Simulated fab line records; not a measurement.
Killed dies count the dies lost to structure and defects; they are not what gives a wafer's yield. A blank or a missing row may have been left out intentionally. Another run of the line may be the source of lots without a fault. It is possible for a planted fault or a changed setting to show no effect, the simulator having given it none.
fab line records | flow n5Finfet
[record] lots = 5 wafers = 15 lastDay = 16
route steps=1938 shown MOL_CONTACT_COAG@551 BEOL_M4@1111 PASSIVATION@1936
lots with no fault: from the same line, run without faults
startH: start of the lot's first displayed wafer, in hours after the record's first day | waitH: how many hours have passed since the lot's step before this one | " unchanged from the row above | L1.1+2: several wafers, shown together as one row | - either no value or no given start | * or withheld: withheld | < > ~ a bound
route shown NAME@n: NAME is a module with steps in the file, n the number in the route of the first one | usual: the fault-free wafers' mean and standard deviation | same: alike in all rows | chamber/n: place in a boat | sites: per-site readings | _std_site: the values' standard deviation | _edge_site: the outer-site mean with the inner-site mean subtracted | radiusMm: for every site, how far away it sits from the centre of the wafer | mask NAME#n: copy n | behind: the tool/chamber that last shaped the wafer | hold: reason for holding the lot/hours on hold/outcome of the hold | device: the transistor (n, p or np) that didn't switch | end of line: tests run on the same wafers once the route is complete | where a step has no rows: the recipe by itself | killed: dies that structure and defects cost at the first sort, which is not the same as the wafer's yield | map: the dies of a wafer, with x for killed, . for not killed, _ for no die there
set.NAME: the setting that was run; set.NAME@STEP: the one run at that earlier step | model.NAME: the simulator's own value behind a step, which no gauge read
a table for each step, a row for each wafer; lots at some steps of the route
services: a tool's chamber out of use, with start hour (startH, from the record's first day; less than 0 if before it), hours out, and reason
[[steps]]
[step N5_MOL_CONTACT_COAG_SPUTTER_130]
[recipe] material = Co targetThkA = 475 tempC = 25 chamberPressurePa = 0.5 powerW = 3000
[step N5_MOL_CONTACT_COAG_PRECLEAN_125]
[recipe] chemistry = DIW timeS = 57.5 tempC = 23
[step N5_MOL_CONTACT_COAG_SRD_126]
[recipe] dryTimeS = 32 dry = n2Spin spinRpm = 1500
[step N5_MOL_CONTACT_COAG_CMP_23]
[recipe] stopOn = SiO2 tOverpolishS = 1.5 postCmpClean = cuAlkaline downForcePsi = 2 platenRpm = 50.289 padVelocityMS = 1.0006 targetThkNm = 0
[step N5_MOL_CONTACT_COAG_WET_ETCH_26]
[recipe] target = Co targetDepthNm = 13
[step N5_MOL_CONTACT_COAG_WET_ETCH_116]
[recipe] chemistry = SC1-inhibited targetDepthNm = 4.6 dry = ipaMarangoni rinseTimeS = 30 rinseTempC = 23
[step N5_MOL_CONTACT_COAG_ALD_27]
[recipe] material = SiOC targetThkA = 170 tempC = 400 aldPrecursorFamily = carbosiloxane aldCoReactant = H2-plasma pulseTimeS = 1.5 timeS = 2720 purgeTimeS = 2 coReactantPurgeTimeS = 2 aldCycles = 340 pressureTorr = 2
[step N5_MOL_CONTACT_COAG_CMP_28]
[recipe] stopOn = SiNx tOverpolishS = 0.85 postCmpClean = alkalineBrush downForcePsi = 4.15 platenRpm = 51.8 padVelocityMS = 1.0307 targetThkNm = 14.522
[step N5_MOL_CONTACT_COAG_ALD_123]
[recipe] material = SiNx targetThkA = 50 tempC = 400 aldPrecursorFamily = SiH2I2 aldCoReactant = N2/H2-plasma pulseTimeS = 1 purgeTimeS = 2 coReactantPurgeTimeS = 2 aldCycles = 100 pressureTorr = 2
[step N5_MOL_CONTACT_COAG_PECVD_31]
[recipe] material = SiO2 targetThkA = 460 tempC = 400 precursor = TEOS/O2 pressureTorr = 6.5 rfW = withheld teosFlowSccm = withheld gas = O2 flowSccm = 2650 timeS = 8.9
// columns lot.wafer tool chamber startH waitH model.SiO2_of_MOL_CONTACT_COAG_PECVD_31.thkNm
L996.1 pecvd-04 1 136.26 0.3 45.4
L996.5 " 1 " " 46
L996.6 " 2 " " 46.6
L999.2 pecvd-04 2 150.40 0.3 40
L999.3 " 2 " " 46.2
L999.4 " 1 " " 40.8
L100.2 pecvd-04 1 157.34 0.3 40
L100.3 " 2 " " 46.2
L100.4 " 1 " " 41
L101.1 pecvd-04 1 171.49 0.3 45.4
L101.5 " 2 " " 41
L101.6 " 1 " " 46.2
L109.2 pecvd-02 0 213.17 0.3 45.8
L109.4 " 0 " " 46.2
L109.5 " 1 " " 47.2
[step N5_MOL_CONTACT_COAG_COAT_75]
[recipe] resist = SOC tempC = 250 timeS = 60 spinRpm = 1500 resistThkNm = 60
[step N5_MOL_CONTACT_COAG_COAT_76]
[recipe] resist = SiARC tempC = 220 timeS = 60 spinRpm = 1500 resistThkNm = 10
[step N5_MOL_CONTACT_COAG_COAT_77]
[recipe] resist = underlayer tempC = 205 timeS = 60 spinRpm = 1500 resistThkNm = 10
[step N5_MOL_CONTACT_COAG_COAT_78]
[recipe] resist = CAR-EUV spinRpm = 1500 resistThkNm = 40
[step N5_MOL_CONTACT_COAG_EBR_80]
[recipe] solvent = PGMEA ebrWidthMm = 1.5
[step N5_MOL_CONTACT_COAG_SOFTBAKE_79]
[recipe] tempC = 110 timeS = 60 resist = CAR-EUV
[step N5_MOL_CONTACT_COAG_EXPOSE_81]
[recipe] maskId = VG na = 0.33 sourceShape = annular sigmaInner = 0.3 sigmaOuter = 0.7 polarization = unpolarized defocusNm = 0 doseMj = 59.5
[step N5_MOL_CONTACT_COAG_PEB_82]
[recipe] pebTempC = 100 pebTimeS = 60 resist = CAR-EUV
[step N5_MOL_CONTACT_COAG_DEVELOP_83]
[recipe] developTimeS = 30 developer = TMAH resist = CAR-EUV rinseLiquid = surfactantRinse dry = airSpin devTempC = 23
[step N5_MOL_CONTACT_COAG_DESCUM_88]
[recipe] chemistry = O2 timeS = 7 sourcePowerW = 50 biasPowerW = 20 pressureMtorr = 20 rfFrequencyHz = 2.712e+07 tempC = 40 resist = CAR-EUV o2FlowSccm = 225
[step N5_MOL_CONTACT_COAG_ETCH_89]
[recipe] chemistry = N2/H2 target = underlayer targetDepthA = 130 maskMaterial = CAR-EUV timeS = 10.4 ionEnergyEv = 200 pressureMtorr = 30 sourceW = 840 biasW = 150 n2FlowSccm = 200 h2FlowSccm = 200 ends = cleared
[step N5_MOL_CONTACT_COAG_ETCH_90]
[recipe] chemistry = CF4 target = SiARC targetDepthA = 130 maskMaterial = CAR-EUV timeS = 21.7 ionEnergyEv = 80 pressureMtorr = 40 sourceW = 545 biasW = 36 Ar_flow_sccm = 100 cf4FlowSccm = 100 ends = cleared
[step N5_MOL_CONTACT_COAG_ALD_131]
[recipe] material = SiO2 targetThkA = 50 tempC = 100 aldPrecursorFamily = BDEAS aldCoReactant = O2-plasma pulseTimeS = 1 coReactantPulseTimeS = 1 purgeTimeS = 2 coReactantPurgeTimeS = 2 aldCycles = 35 pressureTorr = 2
[step N5_MOL_CONTACT_COAG_ETCHBACK_132]
[recipe] chemistry = CHF3 target = SiO2 targetDepthA = 100 timeS = 6.7 ionEnergyEv = 200 pressureMtorr = 30 sourceW = 610 biasW = 170 Ar_flow_sccm = 200 CHF3_flow_sccm = 50
[step N5_MOL_CONTACT_COAG_ETCH_91]
[recipe] chemistry = N2/H2 target = SOC targetDepthA = 600 overetchA = 210 maskMaterial = SiARC tempC = 40 timeS = 101.2 ionEnergyEv = 200 pressureMtorr = 30 sourceW = 840 biasW = 150 n2FlowSccm = 200 h2FlowSccm = 200
[step N5_MOL_CONTACT_COAG_STRIP_92]
[recipe] chemistry = N2/H2 tempC = 40 n2FlowSccm = 200 h2FlowSccm = 200 rfFrequencyHz = 6e+07
[step N5_MOL_CONTACT_COAG_STRIP_93]
[recipe] chemistry = N2/H2 tempC = 40 n2FlowSccm = 200 h2FlowSccm = 200 rfFrequencyHz = 6e+07
[step N5_MOL_CONTACT_COAG_ETCHBACK_135]
[recipe] chemistry = CHF3 target = SiO2 targetDepthA = 250 timeS = 16.7 ionEnergyEv = 200 pressureMtorr = 30 sourceW = 610 biasW = 170 Ar_flow_sccm = 200 CHF3_flow_sccm = 50
[step N5_MOL_CONTACT_COAG_STRIP_118]
[recipe] chemistry = CHF3 resist = SiARC rfFrequencyHz = 6e+07
[step N5_MOL_CONTACT_COAG_VIA_ETCH_46]
[recipe] chemistry = C4F6/O2 targetDepthA = 460 overetchA = 92 maskMaterial = SOC target = SiO2 biasW = 455 pressureMtorr = 10 timeS = 40 sourceW = 325 Ar_flow_sccm = 300 C4F6_flow_sccm = 10 O2_flow_sccm = 10 ionEnergyEv = 575.3 ends = endPoint
[usual] C4F6_flow_sccm = 10.002/0.029 drypumpMotorCurrentA = 5.9/0.38 oesProductAu = 0.72/0.09 rfFwdPowerW = 323.0/1.1 rfVppV = 1585/15 showerheadPlenumPTorr = 2.87/0.1 throttleValvePct = 40.95/0.22
// columns lot.wafer tool chamber startH waitH C4F6_flow_sccm drypumpMotorCurrentA oesProductAu rfFwdPowerW rfHoursCounterH rfVppV showerheadPlenumPTorr throttleValvePct model.etch.depthNm
L996.1 rieDiel-05 1 137.71 0.0 9.964 5.4 0.60 322.1 251 1597 2.81 41.01 45.32
L996.5 " 1 " " 9.970 5.5 0.61 322.4 - 1597 2.81 41.01 45.99
L996.6 " 2 " " 10.010 6.1 0.63 322.5 - 1569 2.91 41.10 46.51
L999.2 rieDiel-02 2 151.35 0.0 10.005 5.7 0.64 322.7 121 1558 2.74 41.01 40.07
L999.3 " 0 " " 10.043 6.2 0.88 323.7 0 1595 2.80 40.87 46.19
L999.4 " 2 " " 10.001 5.7 0.65 321.4 - 1558 2.74 41.00 40.89
L100.2 rieDiel-02 3 158.77 0.0 9.991 6.5 0.65 321.9 87 1587 2.99 40.64 40.06
L100.3 " 0 " " 9.977 6.2 0.85 323.5 4 1595 2.79 40.89 46.25
L100.4 " 2 " " 9.999 5.7 0.64 323.5 - 1557 2.74 41.00 40.9
L101.1 rieDiel-02 0 172.44 0.0 10.009 6.1 0.83 323.6 10 1595 2.79 40.89 45.36
L101.5 " 0 " " 10.006 6.1 0.79 322.9 - 1595 2.79 40.84 41.08
L101.6 " 3 " " 10.048 6.6 0.71 323.1 - 1587 2.99 40.67 46.16
L109.2 rieDiel-05 0 215.31 0.0 10.018 5.8 0.74 323.6 67 1591 2.99 41.27 45.89
L109.4 " 2 " " 10.001 6.0 0.62 323.9 241 1568 2.90 41.13 46.26
L109.5 " 0 " " 9.962 5.8 0.75 323.2 - 1591 2.99 41.31 47.13
[step N5_MOL_CONTACT_COAG_STRIP_96]
[recipe] chemistry = N2/H2 powerW = 500 tempC = 40 pressureMtorr = 50 rfFrequencyHz = 6e+07 overashFraction = 0.3 biasPowerW = 28 h2Frac = 0.5 n2FlowSccm = 300 h2FlowSccm = 300
[step N5_MOL_CONTACT_COAG_ETCH_47]
[recipe] chemistry = CH3F/O2 target = SiNx targetDepthA = 270 maskMaterial = SiO2 stopOn = W overEtchFrac = 0.2 ionEnergyEv = 120 endpoint = OES-CN pressureMtorr = 30 sourceW = 395 biasW = 73 Ar_flow_sccm = 150 CH3F_flow_sccm = 30 O2_flow_sccm = 20 ends = endPoint
[step N5_MOL_CONTACT_COAG_STRIP_119]
[recipe] chemistry = N2/H2 timeS = 30 powerW = 1000 tempC = 250 pressureMtorr = withheld n2FlowSccm = 1750 h2FlowSccm = 3250
[step N5_MOL_CONTACT_COAG_PRECLEAN_144]
[recipe] chemistry = alkalineClean tempC = 60 timeS = 60 doPpb = 50
[step N5_MOL_CONTACT_COAG_SRD_145]
[recipe] dry = ipaMarangoni timeS = 30 tempC = 23 rinseLiquid = diw
[step N5_MOL_CONTACT_COAG_CMP_52]
[recipe] stopOn = SiO2 tOverpolishS = 1.5 postCmpClean = wDiluteNh4oh downForcePsi = 4 platenRpm = 50.289 padVelocityMS = 1.0006 targetThkNm = 66.5
[usual] motorCurrentA = 12.2/1.2 padLifeWafers = 1102/480
// columns lot.wafer tool chamber startH waitH motorCurrentA padLifeWafers model.SiO2_of_MOL_CONTACT_COAG_PECVD_31.thkNm
L996.1 cmp-04 1 140.00 0.1 13.4 1311 43.2
L996.6 " 2 " " 11.9 - 44.4
L996.5 " 3 " " 11.7 - 44
L999.2 cmp-04 3 153.60 0.0 11.3 1428 38
L999.3 " 0 " " 11.3 1429 44.2
L999.4 " 1 " " 12.8 1430 38.8
L100.4 cmp-01 2 160.83 0.0 12.7 612 38.8
L100.3 " 3 " " 13.6 613 44.2
L100.2 " 0 " " 10.2 614 38
L101.1 cmp-01 2 175.08 0.1 12.2 716 43.2
L101.5 " 0 " " 10.9 - 39
L101.6 " 1 " " 13.7 - 44.2
L109.2 cmp-01 1 218.02 0.1 15.4 1087 43.8
L109.4 " 2 " " 12.2 1088 44.2
L109.5 " 0 " " 10.5 - 45
[step N5_MOL_CONTACT_COAG_THK_MEAS_53]
[recipe] reads = SiO2_of_MOL_CONTACT_COAG_PECVD_31
[usual] VIA_MOL_THK = 44.0/0.61
// columns lot.wafer tool chamber startH waitH VIA_MOL_THK[nm]
L996.1 filmMetro-01 - 140.18 - 43.3
L996.5 " - " " 43.9
L996.6 " - " " 44.5
L999.2 filmMetro-01 - 153.90 - 38.0
L999.3 " - " " 44.1
L999.4 " - " " 38.8
L100.2 filmMetro-01 - 161.13 - 38.0
L100.3 " - " " 44.2
L100.4 " - " " 38.8
L101.1 filmMetro-02 - 175.30 - 43.3
L101.5 " - " " 39.0
L101.6 " - " " 44.1
L109.2 filmMetro-01 - 218.28 - 43.9
L109.4 " - " " 44.2
L109.5 " - " " 45.1
[step N5_BEOL_M4_RC_MEAS_101]
[usual] DIBL_N = 36.1/1.3 DIBL_P = 36.3/1.4 IOFF_N = 0.162/0.024 IOFF_P = 0.22/0.033 ION_N = 674/9.9 ION_P = 464/7.6 SS_N = 71.6/0.53 SS_P = 73.4/0.55 VT_N = 249.4/2.9 VT_P = -249/3.3
// columns lot.wafer tool chamber startH waitH DIBL_N[mV/V] DIBL_P[mV/V] IOFF_N[nA/um] IOFF_P[nA/um] ION_N[uA/um] ION_P[uA/um] SS_N[mV/dec] SS_P[mV/dec] VT_N[mV] VT_P[mV]
L996.1 prober-02 0 202.17 0.0 37.2 36.8 0.172 0.26 677 469 72.3 72.6 247.0 -245
L996.5 " 0 " " 36.5 35.2 0.145 0.22 666 463 71.0 72.9 250.4 -251
L996.6 " 0 " " 37.2 36.5 0.167 0.25 672 463 71.6 73.5 246.2 -245
L999.2 prober-02 0 209.99 0.2 36.7 35.0 0.158 0.23 681 470 71.5 73.5 248.1 -248
L999.3 " 0 " " 37.6 36.7 0.177 0.25 672 465 71.6 73.7 249.4 -249
L999.4 " 0 " " 39.3 38.3 0.219 0.30 685 473 72.2 74.7 245.5 -243
L100.2 prober-02 0 220.15 0.2 34.4 35.1 0.156 0.19 683 461 70.5 73.3 249.4 -253
L100.3 " 0 " " 34.1 35.2 0.156 0.19 675 458 71.0 72.9 247.8 -252
L100.4 " 0 " " 34.4 35.0 0.154 0.18 673 457 71.1 73.1 248.1 -252
L101.1 prober-02 0 225.16 0.0 38.0 38.8 0.212 0.28 686 470 72.5 73.8 246.4 -245
L101.5 " 0 " " 37.4 37.9 0.196 0.27 687 466 72.3 74.5 248.2 -245
L101.6 " 0 " " 37.0 37.2 0.188 0.24 684 471 71.9 73.6 248.3 -248
L109.2 prober-01 0 278.33 0.2 36.6 37.5 0.183 0.21 677 454 72.0 73.8 247.0 -250
L109.4 " 0 " " 35.4 35.7 0.156 0.19 670 456 71.4 73.2 250.5 -251
L109.5 " 0 " " 35.5 35.4 0.155 0.18 664 449 71.4 72.7 250.4 -253
[step N5_PASSIVATION_PROBE_49]
[usual] defectLimitedYield = 91.1/1.5 killed_at_M0_to_M3 = 36/11 killed_at_M4_up = 13/5 killedAtContacts = 13/5 killedAtFrontEnd = 40/12 killedAtOther = 3.3/2.3 killedDies = 106/17 killedOpen = 70/13 killedShort = 34/7.6 sort_bin_5_function = 5.3/0.96 sort_bin_6_memory = 3.3/0.66 sortNPass = 1074/17 sortYieldPct = 91.1/1.5
[same] grossDies = 1180 killedAtBackSide = 0 sort_bin_4_leakage[%] = 0 sort_bin_8_speed[%] = 0
// columns lot.wafer tool chamber startH waitH defectLimitedYield[%] killed_at_M0_to_M3 killed_at_M4_up killedAtContacts killedAtFrontEnd killedAtOther killedDies killedOpen killedShort sort_bin_5_function[%] sort_bin_6_memory[%] sortNPass sortYieldPct[%]
L999.2 prober-01 - 306.67 0.1 88.9 66 6 14 39 6 131 84 46 6.4 4.4 1049 88.9
L999.3 prober-01 - 306.72 0.1 89.9 45 16 12 46 0 119 81 36 6.0 3.7 1061 89.9
L999.4 prober-01 - 306.77 0.2 91.9 45 12 8 28 2 95 59 34 4.8 3.1 1085 91.9
L100.2 prober-01 - 312.25 0.1 89.5 42 17 27 31 7 124 76 48 6.3 3.6 1056 89.5
L100.3 prober-01 - 312.30 0.1 88.6 49 26 25 34 1 135 96 36 6.4 4.7 1045 88.6
L100.4 prober-01 - 312.35 0.2 89.0 51 8 15 55 1 130 85 44 6.3 4.6 1050 89.0
L101.1 prober-01 - 320.57 0.0 90.4 47 15 10 39 2 113 78 34 5.9 3.4 1067 90.4
L101.5 prober-01 - 320.77 0.2 90.8 37 11 13 43 5 109 71 36 5.3 3.6 1071 90.8
L101.6 prober-01 - 320.82 0.3 89.2 44 22 14 40 7 127 82 45 6.7 3.8 1053 89.2
L109.2 prober-01 - 391.85 0.1 92.0 24 20 24 25 1 94 70 24 4.8 3.1 1086 92.0
L109.4 prober-01 - 391.95 0.2 92.1 30 18 10 32 3 93 79 14 4.7 3.1 1087 92.1
L109.5 prober-01 - 392.00 0.2 92.6 21 13 12 41 0 87 63 23 4.2 2.9 1093 92.6
// killed by level:class
L999.2 BEOL_M0_SAQP:geometricParticle:open=18 BEOL_M1:geometricParticle:open=14 MOL_CONTACT_COAG:geometricParticle:open=12 BEOL_M0_SAQP:geometricParticle:short=12 BEOL_M3:geometricParticle:open=9 GATE_CUT:geometricParticle:short=8 BEOL_M0:geometricParticle:open=8 FIN_SAQP:geometricParticle:short=6
L999.3 BEOL_M0_SAQP:geometricParticle:open=12 FIN_SAQP:geometricParticle:open=10 MOL_CONTACT_COAG:geometricParticle:open=10 STI_FIN_REVEAL:geometricParticle:open=9 BEOL_M1:geometricParticle:open=9 BEOL_M4:geometricParticle:open=7 BEOL_M3:geometricParticle:open=7 STARTING-WAFER:geometricParticle:short=7
L999.4 BEOL_M0_SAQP:geometricParticle:short=13 BEOL_M1:geometricParticle:open=10 BEOL_M0_SAQP:geometricParticle:open=9 STI_FIN_REVEAL:geometricParticle:open=6 BEOL_M4:geometricParticle:open=6 BEOL_M3:geometricParticle:open=6 FIN_SAQP:geometricParticle:short=4 MOL_CONTACT_COAG:geometricParticle:short=4
L100.2 MOL_CONTACT_COAG:geometricParticle:open=23 FIN_SAQP:geometricParticle:short=12 BEOL_M0_SAQP:geometricParticle:open=10 BEOL_M0_SAQP:geometricParticle:short=10 BEOL_M1:geometricParticle:open=7 BEOL_M3:geometricParticle:open=7 BEOL_M2:geometricParticle:open=5 ILD0:geometricParticle:short=4
L100.3 MOL_CONTACT_COAG:geometricParticle:open=20 BEOL_M0_SAQP:geometricParticle:open=15 BEOL_M4:geometricParticle:open=12 BEOL_M0_SAQP:geometricParticle:short=9 FIN_SAQP:geometricParticle:open=8 BEOL_M1:geometricParticle:open=6 MOL_CONTACT_COAG:geometricParticle:short=5 BEOL_M3:geometricParticle:open=5
L100.4 MOL_CONTACT_COAG:geometricParticle:open=13 BEOL_M3:geometricParticle:open=11 BEOL_M0_SAQP:geometricParticle:short=10 FIN_SAQP:geometricParticle:short=9 FIN_SAQP:geometricParticle:open=8 STI_FIN_REVEAL:geometricParticle:open=7 BEOL_M0_SAQP:geometricParticle:open=7 GATE_CUT:geometricParticle:open=6
L101.1 BEOL_M2:geometricParticle:open=19 BEOL_M0_SAQP:geometricParticle:open=12 STI_FIN_REVEAL:geometricParticle:open=10 BEOL_M0_SAQP:geometricParticle:short=9 MOL_CONTACT_COAG:geometricParticle:open=7 FIN_SAQP:geometricParticle:open=6 BEOL_M4:geometricParticle:open=6 FIN_SAQP:geometricParticle:short=5
L101.5 BEOL_M2:geometricParticle:open=13 MOL_CONTACT_COAG:geometricParticle:open=10 STI_FIN_REVEAL:geometricParticle:open=9 FIN_SAQP:geometricParticle:short=9 BEOL_M0_SAQP:geometricParticle:open=9 BEOL_M0_SAQP:geometricParticle:short=7 STARTING-WAFER:geometricParticle:open=6 DUMMY_GATE:geometricParticle:open=4
L101.6 BEOL_M3:geometricParticle:open=14 BEOL_M0_SAQP:geometricParticle:open=10 FIN_SAQP:geometricParticle:short=9 MOL_CONTACT_COAG:geometricParticle:open=9 GATE_CUT:geometricParticle:short=8 BEOL_M2:geometricParticle:open=7 STI_FIN_REVEAL:geometricParticle:open=6 BEOL_M4:geometricParticle:open=6
L109.2 MOL_CONTACT_COAG:geometricParticle:open=20 BEOL_M4:geometricParticle:open=11 FIN_SAQP:geometricParticle:open=8 BEOL_M3:geometricParticle:open=7 BEOL_M1:geometricParticle:open=6 STI_FIN_REVEAL:geometricParticle:open=5 BEOL_M0_SAQP:geometricParticle:short=4 MOL_CONTACT_COAG:geometricParticle:short=4
L109.4 STI_FIN_REVEAL:geometricParticle:open=14 MOL_CONTACT_COAG:geometricParticle:open=9 BEOL_M4:geometricParticle:open=9 FIN_SAQP:geometricParticle:open=8 BEOL_M2:geometricParticle:open=7 BEOL_M1:geometricParticle:open=6 BEOL_M3:geometricParticle:open=5 BEOL_M3:geometricParticle:short=4
L109.5 STI_FIN_REVEAL:geometricParticle:open=14 FIN_SAQP:geometricParticle:open=10 MOL_CONTACT_COAG:geometricParticle:open=9 BEOL_M0_SAQP:geometricParticle:open=6 BEOL_M0_SAQP:geometricParticle:short=5 BEOL_M3:geometricParticle:open=5 FIN_SAQP:geometricParticle:short=4 BEOL_M4:geometricParticle:open=4
[[services]]
// columns tool chamber startH hours kind
rieDiel-05 2 116.00 12.2 repair
pecvd-04 0 119.41 85.6 repair
rieDiel-05 3 130.11 - clean
rieDiel-05 3 130.11 - consumableReplace:focusRing
rieDiel-05 3 130.11 17.8 scheduledDown
rieDiel-05 3 130.11 17.8 ventCycle
cmp-04 - 131.65 2.6 repair
rieDiel-05 0 132.36 12.9 repair
pecvd-02 - 134.52 2.8 pm
rieDiel-02 0 138.25 - clean
rieDiel-02 0 138.25 - consumableReplace:focusRing
rieDiel-02 0 138.25 12.3 scheduledDown
rieDiel-02 0 138.25 12.3 ventCycle
rieDiel-05 1 148.05 - clean
rieDiel-05 1 148.05 - consumableReplace:focusRing
rieDiel-02 1 150.56 - clean
rieDiel-02 1 150.56 - consumableReplace:focusRing
rieDiel-02 1 150.56 11.3 scheduledDown
rieDiel-02 1 150.56 11.3 ventCycle
cmp-04 - 157.70 1.3 repair
cmp-04 - 169.03 0.3 repair
cmp-04 - 169.93 0.9 repair
rieDiel-05 - 202.85 11.3 repair
pecvd-04 1 213.24 2.1 scheduledDown
[[key]]
[firstSign] step = N5_MOL_CONTACT_COAG_THK_MEAS_53 reading = VIA_MOL_THK direction = down sigmas = 8.9 usual = 44.0 struck = 38.5
effect none on later readings
[modelEffect] step = N5_MOL_CONTACT_COAG_PECVD_31 value = SiO2_of_MOL_CONTACT_COAG_PECVD_31.thkNm without = 45.92 struck = 40.56
[modelEffect] step = N5_MOL_CONTACT_COAG_VIA_ETCH_46 value = etch.depthNm without = 45.94 struck = 40.6
[modelEffect] step = N5_MOL_CONTACT_COAG_CMP_52 value = SiO2_of_MOL_CONTACT_COAG_PECVD_31.thkNm without = 43.92 struck = 38.52
metAt N5_MOL_CONTACT_COAG_PECVD_31
struckWafers L999.2,L999.4,L100.2,L100.4,L101.5
onsetBetween 136.26 150.40
[fault] kind = processParameterDrift tool = pecvd-04 chamber = - onsetH = 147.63 steps = N5_MOL_CONTACT_COAG_PECVD_31 channel = timeS offset = * shape = step endH = 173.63 scope = struckWafersOnly actsIn = * stated = *
